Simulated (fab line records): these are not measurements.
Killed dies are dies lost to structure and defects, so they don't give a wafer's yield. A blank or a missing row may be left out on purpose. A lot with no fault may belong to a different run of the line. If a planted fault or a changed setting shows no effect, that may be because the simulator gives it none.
A sampling plan put to the test    flow nand_harc    46 faults told of in these records, all on one fab line, each judged by the records of the lots it struck
Plan = the line's own looks (route steps where a gauge or an inspection reads the wafer without altering it). Where struck wafers have a number at a look and the file lists that look's usual mean and standard deviation on fault-free wafers, the look can be judged. Caught: a look later than the fault's first step finds the struck wafers' mean 4 or more of those standard deviations (sigma) from the usual mean. On the tool: the test repeated on the tool's own readings taken at the fault's steps. A different recipe on the struck wafers counts as caught too, as does a record blank only for those wafers.

## THE FAULTS, as the simulator had put them in
1. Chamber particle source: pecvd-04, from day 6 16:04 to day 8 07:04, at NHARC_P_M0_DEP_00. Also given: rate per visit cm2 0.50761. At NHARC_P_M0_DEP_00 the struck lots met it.
2. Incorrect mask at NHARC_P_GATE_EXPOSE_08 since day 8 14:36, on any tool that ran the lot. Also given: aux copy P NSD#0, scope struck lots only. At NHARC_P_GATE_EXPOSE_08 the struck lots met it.
3. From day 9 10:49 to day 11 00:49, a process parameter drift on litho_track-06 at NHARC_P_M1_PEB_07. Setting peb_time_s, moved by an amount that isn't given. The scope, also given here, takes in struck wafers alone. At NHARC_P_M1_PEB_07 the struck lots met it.
4. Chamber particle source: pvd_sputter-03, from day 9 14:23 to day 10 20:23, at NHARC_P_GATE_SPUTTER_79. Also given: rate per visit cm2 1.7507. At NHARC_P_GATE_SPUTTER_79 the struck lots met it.
5. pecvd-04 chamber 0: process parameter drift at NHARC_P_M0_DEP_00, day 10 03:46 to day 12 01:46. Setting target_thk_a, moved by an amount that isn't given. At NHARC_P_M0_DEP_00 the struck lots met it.
6. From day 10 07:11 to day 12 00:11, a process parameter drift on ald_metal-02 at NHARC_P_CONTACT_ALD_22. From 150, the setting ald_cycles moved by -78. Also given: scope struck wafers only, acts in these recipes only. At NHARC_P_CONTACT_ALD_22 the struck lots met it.
7. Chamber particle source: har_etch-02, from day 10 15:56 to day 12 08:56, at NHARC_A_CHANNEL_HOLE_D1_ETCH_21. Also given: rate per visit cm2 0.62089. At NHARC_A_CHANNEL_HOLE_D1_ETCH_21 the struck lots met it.
8. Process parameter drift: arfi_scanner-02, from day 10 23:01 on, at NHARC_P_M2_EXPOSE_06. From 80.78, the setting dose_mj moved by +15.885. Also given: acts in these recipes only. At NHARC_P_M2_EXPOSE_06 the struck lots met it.
9. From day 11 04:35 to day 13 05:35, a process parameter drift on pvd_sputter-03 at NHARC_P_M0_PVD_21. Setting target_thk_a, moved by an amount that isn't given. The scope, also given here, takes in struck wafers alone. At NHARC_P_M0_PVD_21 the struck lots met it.
10. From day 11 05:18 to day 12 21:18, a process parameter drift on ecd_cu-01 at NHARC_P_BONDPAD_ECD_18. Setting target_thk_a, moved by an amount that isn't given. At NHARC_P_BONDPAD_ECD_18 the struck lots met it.
11. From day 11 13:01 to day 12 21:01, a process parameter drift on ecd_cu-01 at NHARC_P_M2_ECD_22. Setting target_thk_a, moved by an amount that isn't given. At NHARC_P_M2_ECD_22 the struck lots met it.
12. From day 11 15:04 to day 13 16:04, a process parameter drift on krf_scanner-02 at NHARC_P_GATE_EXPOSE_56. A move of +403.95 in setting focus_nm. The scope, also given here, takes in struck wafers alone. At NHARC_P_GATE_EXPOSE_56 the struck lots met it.
13. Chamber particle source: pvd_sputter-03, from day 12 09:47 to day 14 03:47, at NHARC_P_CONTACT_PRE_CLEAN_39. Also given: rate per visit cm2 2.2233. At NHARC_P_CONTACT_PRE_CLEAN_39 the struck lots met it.
14. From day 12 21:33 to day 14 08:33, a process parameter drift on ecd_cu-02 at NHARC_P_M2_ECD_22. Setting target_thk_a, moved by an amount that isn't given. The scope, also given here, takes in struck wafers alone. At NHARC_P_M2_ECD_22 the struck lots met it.
15. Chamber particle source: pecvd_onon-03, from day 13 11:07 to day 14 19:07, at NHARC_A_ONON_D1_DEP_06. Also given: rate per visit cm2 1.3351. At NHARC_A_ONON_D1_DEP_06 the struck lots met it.
16. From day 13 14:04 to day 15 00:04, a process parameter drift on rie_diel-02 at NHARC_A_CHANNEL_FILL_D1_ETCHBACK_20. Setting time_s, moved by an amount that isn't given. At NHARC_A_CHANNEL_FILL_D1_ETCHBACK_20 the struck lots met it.
17. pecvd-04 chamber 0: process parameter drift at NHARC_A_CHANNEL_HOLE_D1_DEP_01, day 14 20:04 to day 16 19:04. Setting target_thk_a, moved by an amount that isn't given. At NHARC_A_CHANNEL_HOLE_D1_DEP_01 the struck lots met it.
18. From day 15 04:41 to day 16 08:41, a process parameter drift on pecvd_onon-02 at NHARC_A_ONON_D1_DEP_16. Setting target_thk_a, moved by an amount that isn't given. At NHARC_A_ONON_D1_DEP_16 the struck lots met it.
19. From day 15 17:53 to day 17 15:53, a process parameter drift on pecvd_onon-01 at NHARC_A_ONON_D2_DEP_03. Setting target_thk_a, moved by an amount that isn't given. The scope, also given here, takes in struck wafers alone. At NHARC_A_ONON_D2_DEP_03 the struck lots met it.
20. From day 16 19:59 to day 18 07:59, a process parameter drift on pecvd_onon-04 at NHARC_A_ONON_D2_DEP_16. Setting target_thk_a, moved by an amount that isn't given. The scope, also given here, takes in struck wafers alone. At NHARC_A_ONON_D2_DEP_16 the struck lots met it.
21. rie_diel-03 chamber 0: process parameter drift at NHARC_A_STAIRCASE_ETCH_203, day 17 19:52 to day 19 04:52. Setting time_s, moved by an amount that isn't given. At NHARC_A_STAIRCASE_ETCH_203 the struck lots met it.
22. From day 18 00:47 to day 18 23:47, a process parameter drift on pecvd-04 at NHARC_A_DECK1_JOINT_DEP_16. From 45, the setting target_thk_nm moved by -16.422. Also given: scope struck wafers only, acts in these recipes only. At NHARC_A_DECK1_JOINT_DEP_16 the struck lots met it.
23. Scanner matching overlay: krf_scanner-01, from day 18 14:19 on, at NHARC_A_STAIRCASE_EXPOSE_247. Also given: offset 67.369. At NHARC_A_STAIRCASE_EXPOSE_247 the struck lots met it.
24. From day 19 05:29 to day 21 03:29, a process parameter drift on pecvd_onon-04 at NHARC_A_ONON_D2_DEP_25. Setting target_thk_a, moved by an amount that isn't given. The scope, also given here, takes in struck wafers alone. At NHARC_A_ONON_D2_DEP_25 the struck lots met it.
25. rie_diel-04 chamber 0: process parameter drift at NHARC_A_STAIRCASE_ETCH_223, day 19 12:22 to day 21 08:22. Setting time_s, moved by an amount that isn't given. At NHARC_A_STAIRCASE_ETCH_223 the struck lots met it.
26. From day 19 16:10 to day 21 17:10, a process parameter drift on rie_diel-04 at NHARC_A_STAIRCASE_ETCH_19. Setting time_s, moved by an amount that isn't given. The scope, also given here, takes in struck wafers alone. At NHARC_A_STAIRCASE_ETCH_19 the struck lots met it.
27. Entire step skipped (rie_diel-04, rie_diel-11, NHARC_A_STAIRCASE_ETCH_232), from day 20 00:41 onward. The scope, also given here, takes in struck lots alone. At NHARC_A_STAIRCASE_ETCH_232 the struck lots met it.
28. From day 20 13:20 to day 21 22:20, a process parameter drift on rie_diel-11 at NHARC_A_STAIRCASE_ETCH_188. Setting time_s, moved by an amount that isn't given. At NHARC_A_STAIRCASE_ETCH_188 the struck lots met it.
29. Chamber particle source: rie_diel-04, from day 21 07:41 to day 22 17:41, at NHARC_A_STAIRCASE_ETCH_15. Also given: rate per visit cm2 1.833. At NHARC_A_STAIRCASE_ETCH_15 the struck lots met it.
30. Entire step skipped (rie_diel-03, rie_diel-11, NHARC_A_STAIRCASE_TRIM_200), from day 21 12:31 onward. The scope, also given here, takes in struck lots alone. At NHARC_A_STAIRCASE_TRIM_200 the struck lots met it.
31. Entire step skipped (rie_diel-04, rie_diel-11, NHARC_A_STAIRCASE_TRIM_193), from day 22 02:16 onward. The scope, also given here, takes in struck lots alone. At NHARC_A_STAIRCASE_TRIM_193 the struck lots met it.
32. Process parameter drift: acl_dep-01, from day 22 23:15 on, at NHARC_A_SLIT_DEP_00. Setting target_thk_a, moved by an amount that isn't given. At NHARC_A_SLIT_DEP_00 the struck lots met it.
33. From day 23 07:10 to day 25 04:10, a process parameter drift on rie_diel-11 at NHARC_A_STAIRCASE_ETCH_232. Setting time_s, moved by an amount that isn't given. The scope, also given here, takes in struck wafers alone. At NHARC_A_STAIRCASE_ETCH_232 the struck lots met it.
34. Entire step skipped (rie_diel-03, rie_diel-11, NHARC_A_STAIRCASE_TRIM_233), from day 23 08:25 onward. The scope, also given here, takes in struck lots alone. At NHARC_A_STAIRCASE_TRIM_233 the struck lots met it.
35. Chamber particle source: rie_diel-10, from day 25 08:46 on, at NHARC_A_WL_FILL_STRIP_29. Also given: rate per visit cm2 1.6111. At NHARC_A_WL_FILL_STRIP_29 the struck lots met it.
36. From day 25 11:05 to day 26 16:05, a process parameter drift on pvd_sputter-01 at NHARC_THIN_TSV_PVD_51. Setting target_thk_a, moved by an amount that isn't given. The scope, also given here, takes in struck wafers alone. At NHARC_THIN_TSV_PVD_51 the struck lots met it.
37. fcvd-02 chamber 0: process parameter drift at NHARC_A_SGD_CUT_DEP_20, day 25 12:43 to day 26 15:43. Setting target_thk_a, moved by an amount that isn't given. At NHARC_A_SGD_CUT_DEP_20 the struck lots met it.
38. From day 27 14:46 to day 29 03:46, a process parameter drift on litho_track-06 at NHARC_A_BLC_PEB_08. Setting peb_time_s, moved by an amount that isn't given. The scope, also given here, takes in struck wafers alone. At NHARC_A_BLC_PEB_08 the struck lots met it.
39. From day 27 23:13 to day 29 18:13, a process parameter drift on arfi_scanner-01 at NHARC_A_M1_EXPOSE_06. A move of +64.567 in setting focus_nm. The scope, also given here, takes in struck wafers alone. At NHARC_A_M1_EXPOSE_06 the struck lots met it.
40. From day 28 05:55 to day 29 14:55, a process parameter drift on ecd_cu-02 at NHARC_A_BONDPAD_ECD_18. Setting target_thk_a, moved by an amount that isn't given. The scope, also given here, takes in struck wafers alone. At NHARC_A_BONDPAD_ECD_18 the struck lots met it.
41. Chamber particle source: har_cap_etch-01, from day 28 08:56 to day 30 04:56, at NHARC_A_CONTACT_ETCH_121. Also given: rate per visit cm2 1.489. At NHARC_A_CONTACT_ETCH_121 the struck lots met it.
42. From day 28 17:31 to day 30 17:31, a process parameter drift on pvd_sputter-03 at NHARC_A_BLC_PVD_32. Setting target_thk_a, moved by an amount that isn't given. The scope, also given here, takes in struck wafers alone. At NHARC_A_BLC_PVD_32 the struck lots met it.
43. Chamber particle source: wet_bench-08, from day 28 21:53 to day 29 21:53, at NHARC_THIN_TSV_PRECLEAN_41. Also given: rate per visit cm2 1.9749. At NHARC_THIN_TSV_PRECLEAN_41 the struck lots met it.
44. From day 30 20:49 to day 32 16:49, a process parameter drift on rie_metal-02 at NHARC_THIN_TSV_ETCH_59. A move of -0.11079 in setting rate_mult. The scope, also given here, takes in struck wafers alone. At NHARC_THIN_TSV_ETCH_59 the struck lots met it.
45. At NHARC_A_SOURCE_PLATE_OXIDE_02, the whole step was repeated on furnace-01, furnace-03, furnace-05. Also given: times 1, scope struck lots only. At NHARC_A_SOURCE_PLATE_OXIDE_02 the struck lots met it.
46. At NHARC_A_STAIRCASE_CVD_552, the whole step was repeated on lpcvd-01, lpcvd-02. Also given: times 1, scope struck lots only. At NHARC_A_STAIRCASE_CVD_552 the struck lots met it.

## WHAT THE PLAN SAW
fault  on the tool itself                                first look that catches it                       reading, sigma                                         median hours from its first step to that look  hours from the fault's start to the first struck lot there  judged looks passed uncaught
1      no reading that can be judged                     NHARC_P_M0_INSPECT_11                            raw_defect_count +99 or beyond                         0.9                                            6                                                           0
2      under 2 sigma                                     NHARC_END_SORT_01                                killed_at_periphery +99 or beyond                      501.8                                          506                                                         0
3      heater_power_total_W +68 sigma                    NHARC_P_M1_CD_MEAS_09                            cd_nm -11                                              0.1                                            6                                                           0
4      no reading that can be judged                     NHARC_P_GATE_INSPECT_68                          raw_defect_count +13                                   0.8                                            10                                                          0
5      no reading that can be judged                     NHARC_END_SORT_01                                killed_at_periphery +99 or beyond                      442.2                                          479                                                         0
6      under 2 sigma                                     NHARC_END_SORT_01                                killed_at_periphery +99 or beyond                      453.0                                          475                                                         0
7      under 2 sigma                                     NHARC_A_CHANNEL_HOLE_D1_INSPECT_40               raw_defect_count +16                                   5.3                                            14                                                          1
8      exposure_dose_mJ_cm2 +99 or beyond sigma          NHARC_P_M2_CD_MEAS_09                            cd_nm +8.8                                             0.1                                            3                                                           0
9      under 2 sigma                                     NHARC_END_SORT_01                                killed_at_periphery +99 or beyond                      440.2                                          454                                                         0
10     no reading that can be judged                     NHARC_END_SORT_01                                killed_at_periphery +99 or beyond                      433.4                                          444                                                         0
11     no reading that can be judged                     no look after it can be judged                   -                                                      -                                              -                                                           0
12     no reading that can be judged                     NHARC_P_GATE_CD_MEAS_59                          cd_nm +15                                              0.2                                            20                                                          0
13     no reading that can be judged                     NHARC_END_SORT_01                                killed_at_periphery +23                                439.1                                          442                                                         0
14     under 2 sigma                                     no look after it can be judged                   -                                                      -                                              -                                                           0
15     under 2 sigma                                     not the one look that can be judged after it     strongest: killed_dies at NHARC_END_SORT_01, +3.2      -                                              -                                                           1
16     run_length_s -11 sigma                            NHARC_END_SORT_01                                killed_at_array +30                                    368.6                                          387                                                         0
17     under 2 sigma                                     NHARC_END_SORT_01                                killed_at_array +30                                    378.7                                          385                                                         0
18     under 2 sigma                                     NHARC_A_ONON_D1_THK_MEAS_18                      thk_nm +7.2                                            0.5                                            4                                                           0
19     under 2 sigma                                     NHARC_A_ONON_D2_THK_MEAS_05                      thk_nm -10                                             0.4                                            8                                                           0
20     no reading that can be judged                     NHARC_A_ONON_D2_THK_MEAS_18                      thk_nm -4.6                                            0.4                                            10                                                          0
21     run_length_s +23 sigma                            NHARC_END_SORT_01                                killed_at_array +6.4                                   208.3                                          205                                                         0
22     under 2 sigma                                     NHARC_A_DECK1_JOINT_THK_MEAS_17                  thk_nm -14                                             0.3                                            10                                                          0
23     under 2 sigma                                     no look after it can be judged                   -                                                      -                                              -                                                           0
24     no reading that can be judged                     NHARC_A_ONON_D2_THK_MEAS_27                      thk_nm +64                                             0.4                                            8                                                           0
25     run_length_s -29 sigma                            NHARC_END_SORT_01                                killed_at_array +32                                    211.8                                          255                                                         0
26     run_length_s +24 sigma                            NHARC_END_SORT_01                                killed_at_array +20                                    220.3                                          251                                                         0
27     the tool's record is blank for the struck wafers  NHARC_END_SORT_01                                killed_dies +32                                        212.8                                          212                                                         0
28     run_length_s -48 sigma                            NHARC_END_SORT_01                                killed_at_array +32                                    217.3                                          220                                                         0
29     under 2 sigma                                     NHARC_END_SORT_01                                killed_at_array +6.1                                   215.6                                          228                                                         0
30     the tool's record is blank for the struck wafers  NHARC_END_SORT_01                                killed_dies +32                                        212.1                                          212                                                         0
31     the tool's record is blank for the struck wafers  NHARC_END_SORT_01                                killed_at_array +32                                    206.2                                          210                                                         0
32     under 2 sigma                                     NHARC_END_SORT_01                                killed_dies +30                                        118.0                                          141                                                         0
33     run_length_s -21 sigma                            NHARC_END_SORT_01                                killed_at_array +11                                    196.0                                          213                                                         0
34     the tool's record is blank for the struck wafers  NHARC_END_SORT_01                                killed_at_array +32                                    198.0                                          199                                                         0
35     under 2 sigma                                     not the one look that can be judged after it     strongest: killed_at_array at NHARC_END_SORT_01, +3.6  -                                              -                                                           1
36     under 2 sigma                                     NHARC_END_SORT_01                                killed_at_other +99 or beyond                          13.5                                           22                                                          3
37     no reading that can be judged                     NHARC_A_SGD_CUT_THK_MEAS_22                      thk_nm -23                                             5.4                                            10                                                          0
38     no reading that can be judged                     NHARC_A_BLC_CD_MEAS_10                           cd_nm +8.7                                             0.1                                            3                                                           0
39     under 2 sigma                                     none of the 4 looks that can be judged after it  -                                                      -                                              -                                                           4
40     under 2 sigma                                     NHARC_END_SORT_01                                defect_limited_yield -32                               30.0                                           35                                                          0
41     no reading that can be judged                     NHARC_END_SORT_01                                killed_at_array +4.6                                   68.4                                           78                                                          2
42     under 2 sigma                                     NHARC_END_SORT_01                                killed_at_array +32                                    44.8                                           53                                                          0
43     under 2 sigma                                     NHARC_END_SORT_01                                killed_at_other +42                                    18.5                                           19                                                          0
44     oes_product_au -7.0 sigma                         NHARC_END_SORT_01                                killed_at_other +99 or beyond                          11.8                                           48                                                          0
45     under 2 sigma                                     NHARC_A_SOURCE_PLATE_THK_MEAS_09                 thk_nm +5.7                                            9.8                                            -                                                           0
46     under 2 sigma                                     NHARC_END_SORT_01                                killed_dies +32                                        167.8                                          -                                                           0
Dash: fault not caught, or number not given in these records.

Caught at a look: 40 of 46. Caught on the tool: 13 of 46. By one or the other: 40 of 46.
Caught at a look alone: faults 1, 2, 4, 5, 6, 7, 9, 10, 12, 13, 17, 18, 19, 20, 22, 24, 29, 32, 36, 37, 38, 40, 41, 42, 43, 45, 46.
Caught by neither: faults 11, 14, 15, 23, 35, 39.

## THINNER SAMPLING
If the look that catches a fault measured only every second or every third lot, by lot number, the first struck lot would be measured this late in the worst case:
fault  struck lots at that look, in order of time  every lot  every second lot  every third lot
1      L423, L424, L426                            6 h        23 h              may miss all 3
2      L576                                        506 h      may miss it       may miss it
3      L279, L280                                  6 h        24 h              may miss all 2
4      L342, L344                                  10 h       may miss all 2    may miss all 2
5      L191, L193                                  479 h      may miss all 2    may miss all 2
6      L366                                        475 h      may miss it       may miss it
7      L315, L317                                  14 h       may miss all 2    may miss all 2
8      L986, L988, L989, L992                      3 h        36 h              may miss all 4
9      L560, L562                                  454 h      may miss all 2    may miss all 2
10     L666, L670                                  444 h      may miss all 2    may miss all 2
12     L167, L170                                  20 h       45 h              may miss all 2
13     L864, L865                                  442 h      461 h             may miss all 2
16     L660, L659                                  387 h      387 h             may miss all 2
17     L888, L891                                  385 h      415 h             may miss all 2
18     L335, L336                                  4 h        11 h              may miss all 2
19     L750, L753                                  8 h        26 h              may miss all 2
20     L575, L577                                  10 h       may miss all 2    may miss all 2
21     L769, L772                                  205 h      234 h             may miss all 2
22     L908, L909                                  10 h       10 h              may miss all 2
24     L768, L769, L771                            8 h        23 h              may miss all 3
25     L581                                        255 h      may miss it       may miss it
26     L522, L523                                  251 h      270 h             may miss all 2
27     L878, L876                                  212 h      may miss all 2    may miss all 2
28     L257, L260                                  220 h      248 h             may miss all 2
29     L825, L823                                  228 h      may miss all 2    may miss all 2
30     L626, L625                                  212 h      225 h             may miss all 2
31     L376, L377, L378                            210 h      229 h             229 h
32     L916                                        141 h      may miss it       may miss it
33     L480                                        213 h      may miss it       may miss it
34     L222, L223                                  199 h      211 h             may miss all 2
36     L626, L627                                  22 h       38 h              may miss all 2
37     L343                                        10 h       may miss it       may miss it
38     L702, L704, L705                            3 h        34 h              may miss all 3
40     L107, L109, L111                            35 h       may miss all 3    50 h
41     L734, L735                                  78 h       90 h              may miss all 2
42     L958                                        53 h       may miss it       may miss it
43     L411, L414                                  19 h       29 h              may miss all 2
44     L626                                        48 h       may miss it       may miss it
Hours: fault start to first struck lot measured. Since the struck wafers were tested as one group against 4 sigma, a single lot by itself may lie under the limit. Other struck lots may not be in these records.

## THE LONGEST TIMED WAY FROM STEP TO LOOK
In fault 2, a median of 501.8 hours elapses between NHARC_P_GATE_EXPOSE_08 and NHARC_END_SORT_01. No look between them can be judged.
